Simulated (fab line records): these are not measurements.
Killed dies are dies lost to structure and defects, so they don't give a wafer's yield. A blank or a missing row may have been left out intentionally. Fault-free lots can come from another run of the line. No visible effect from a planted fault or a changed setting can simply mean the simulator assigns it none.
Chamber matching -- flow nandHarc -- NHARC_P_M2_ETCH_35 on rieDiel-10: 4 sister chambers
The step etches the open film in N2/H2, target depth 40 nm, overetch 12 nm, time 43.94 s. 33 wafers are shown with their chamber, then 12 later ones without.

== EACH WAFER AND ITS CHAMBER ==
wafer,chamber,showerheadPlenumPTorr (Torr),drypumpMotorCurrentA (A),rfVppV (V)
L074.4,3,2.06,5.6,431.4
L074.5,1,1.99,5.0,429.8
L074.6,2,2.21,5.2,435.3
L076.1,3,2.06,5.6,430.6
L076.3,0,1.98,5.3,430.3
L076.4,2,2.21,5.2,434.1
L079.2,3,2.06,5.6,430.8
L079.5,1,1.99,5.0,428.4
L079.6,0,1.98,5.3,428.1
L078.1,1,1.99,5.0,429.7
L078.2,0,1.98,5.3,429.7
L078.5,0,1.98,5.3,428.4
L080.3,3,2.06,5.6,432.0
L080.5,1,1.99,5.0,429.4
L080.6,2,2.21,5.2,434.4
L087.1,2,2.21,5.3,435.5
L087.5,0,1.98,5.3,428.4
L087.6,1,1.99,5.0,429.1
L089.1,0,1.98,5.3,429.8
L089.2,1,1.99,5.0,428.9
L089.4,3,2.06,5.6,431.9
L088.1,2,2.21,5.2,435.6
L088.4,0,1.97,5.3,428.0
L088.6,0,1.97,5.3,429.0
L092.2,1,1.99,5.0,428.5
L092.3,0,1.97,5.3,427.8
L092.4,3,2.06,5.6,431.4
L091.3,3,2.06,5.6,432.2
L091.4,1,1.99,5.0,429.6
L091.6,0,1.97,5.3,428.6
L093.1,0,1.97,5.3,429.1
L093.3,2,2.20,5.2,435.5
L093.6,3,2.06,5.6,430.7

SIGNATURES (averages over the wafers above)
reading,chamber 0,chamber 1,chamber 2,chamber 3,scatter within a chamber
showerheadPlenumPTorr,1.9755,1.9900,2.2083,2.0600,0.0035
drypumpMotorCurrentA,5.300,5.000,5.217,5.600,0.017
rfVppV,428.836,429.175,435.067,431.375,0.683
Rule: for each reading, subtract the chamber's mean from the wafer's reading, divide by that reading's scatter and square the result; add these up over the readings and take the root, which gives the wafer's distance from the chamber. The wafer belongs to the nearest chamber; if the next one is less than 2 further off, it can't be placed. How the scatter is found: for the shown wafers, subtract from each reading the mean of its chamber, square and add these, divide the total by (wafers less chambers), then take the root.

== WAFERS WHOSE CHAMBER IS MISSING ==
wafer,showerheadPlenumPTorr (Torr),drypumpMotorCurrentA (A),rfVppV (V)
L094.1,1.99,5.0,430.1
L094.3,1.97,5.3,427.8
L094.4,2.06,5.6,430.4
L095.1,1.99,5.0,429.8
L095.3,1.97,5.3,428.8
L095.4,2.20,5.3,435.0
L097.2,1.97,5.3,429.6
L097.4,1.99,5.0,429.3
L097.5,1.99,5.0,428.8
L096.2,2.06,5.6,432.6
L096.4,1.97,5.3,429.4
L096.6,1.97,5.3,428.2

== WHICH CHAMBER EACH WENT THROUGH ==
wafer,from the rows above,in truth
L094.1,1,1
L094.3,0,0
L094.4,3,3
L095.1,1,1
L095.3,0,0
L095.4,2,2
L097.2,0,0
L097.4,1,1
L097.5,1,1
L096.2,3,3
L096.4,0,0
L096.6,0,0
12 of 12 placed correctly. From these rows, 0 cannot be placed. Placed wrongly: 0.
